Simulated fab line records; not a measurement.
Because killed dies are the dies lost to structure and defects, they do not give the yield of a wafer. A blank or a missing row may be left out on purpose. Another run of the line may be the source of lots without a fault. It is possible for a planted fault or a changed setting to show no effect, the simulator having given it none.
One fault seen from 2 desks    flow n5-finfet    only its own numbers are on each desk; what lay behind them is given at the end

## THE DEFECT DESK
Per lot, the means of the sampled wafers with a number show what the inspections along the route counted. A lot is out of limits, marked OUT, if its mean lies more than 4 standard deviations from the usual mean; the brackets give that distance.
Columns: A = raw-defect-count at N5_BEOL_M9_INSPECT_58, usual 78
lot   first seen here  A
L823  day 11 12:33     62
L824  day 11 16:43     91
L828  day 11 19:14     94
L829  day 12 05:38     52
L832  day 13 13:20     69
L834  day 13 14:55     110
L835  day 13 15:04     85
L836  day 14 16:16     85
L839  day 14 17:02     53
L841  day 15 09:17     82
L845  day 16 15:20     52
This desk's verdict: no lot among the 11 shows anything out of limits.

## DESK OF THE TOOL OWNER: litho-track-05
The tool's own readings at N5_BEOL_M10_COAT_59 (time 60 s, resist thk 100 nm): means of the sampled wafers that have a number, for each lot that ran on this tool. A lot is out of limits, marked OUT, if its mean lies more than 4 standard deviations from the usual mean; the brackets give that distance.
Columns: A = exhaust-pa at N5_BEOL_M10_COAT_59, usual 44.9 Pa; B = resist-line-temp-C at N5_BEOL_M10_COAT_59, usual 22.99 C; C = spin-speed-rpm at N5_BEOL_M10_COAT_59, usual 1500.0 rpm
lot   first seen here  A     B      C
L824  day 11 18:52     46.7  22.85  1500.1
L828  day 11 20:59     45.1  23.15  1500.0
L832  day 13 16:16     44.2  23.11  1656.8 (+99 or more) OUT
L835  day 13 16:49     45.1  23.16  1657.2 (+99 or more) OUT
This desk's finding: out of limits on L832, L835; first on L832, day 13 16:16 (spin-speed-rpm at N5_BEOL_M10_COAT_59). Within limits: L824, L828.

## TAKEN TOGETHER
On L832, L835, at day 13 16:16, an alarm was possible from the tool owner's desk.
The defect desk saw nothing out of limits.
The defect desk has L832, L835 on record, within its limits.
Of the lots named, all ran N5_BEOL_M10_COAT_59 on litho-track-05.

## WHAT THE SIMULATOR HAD PUT IN
Process parameters drifting: litho-track-05 at N5_BEOL_M10_COAT_59, beginning at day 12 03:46. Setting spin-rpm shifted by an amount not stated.
Shown lots that were struck: L832, L835.
Hours from the fault's start to each desk's first reading out of limits: the tool owner's desk, 36.
